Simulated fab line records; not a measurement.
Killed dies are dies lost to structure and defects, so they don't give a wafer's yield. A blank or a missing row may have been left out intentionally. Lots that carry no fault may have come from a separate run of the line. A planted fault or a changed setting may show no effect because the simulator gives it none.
Matching of chambers    flow nand_harc    NHARC_A_SLIT_DEP_25 on pecvd-02: 3 sister chambers
The step deposits SiO2, target thk 200 nm. 6 wafers are shown with their chamber, then 9 later ones without.

WAFERS PAIRED WITH THEIR CHAMBERS
wafer   chamber  throttle_valve_pct (%)  heater_power_w (W)
L084.1  2        16.8                    374
L084.3  1        15.4                    394
L084.4  0        16.6                    563
L090.3  0        16.6                    579
L090.5  2        16.7                    368
L090.6  1        15.7                    485

WAFERS WITHOUT THEIR CHAMBER
wafer   throttle_valve_pct (%)  heater_power_w (W)
L091.1  15.4                    386
L091.3  16.9                    607
L091.4  16.8                    358
L093.3  16.8                    337
L093.4  17.2                    581
L093.6  15.9                    396
L095.1  15.5                    468
L095.4  15.5                    467
L095.6  16.7                    391

CHAMBER TAKEN BY EACH
wafer   from the rows above      in truth
L091.1  1                        1
L091.3  0                        0
L091.4  2                        2
L093.3  2                        2
L093.4  can't be placed: 0 or 2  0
L093.6  1                        1
L095.1  1                        1
L095.4  1                        1
L095.6  2                        2
Correctly placed: 8 of 9. Can't be placed from these rows: 1 (the true chamber is among the candidates in 1). Wrongly placed: 0.
How it was worked out, from the rows above alone: a wafer's distance from a chamber is the root of the sum, over the readings, of the square of ((its reading less the chamber's mean) divided by the reading's scatter). The wafer belongs to the nearest chamber; if the next one is less than 2 further off, it can't be placed. For every chamber, the mean is computed from those of its wafers that are shown. The scatter: take each reading less its chamber's mean, square it, sum over the shown wafers, divide by the number of wafers less the number of chambers, and take the root.
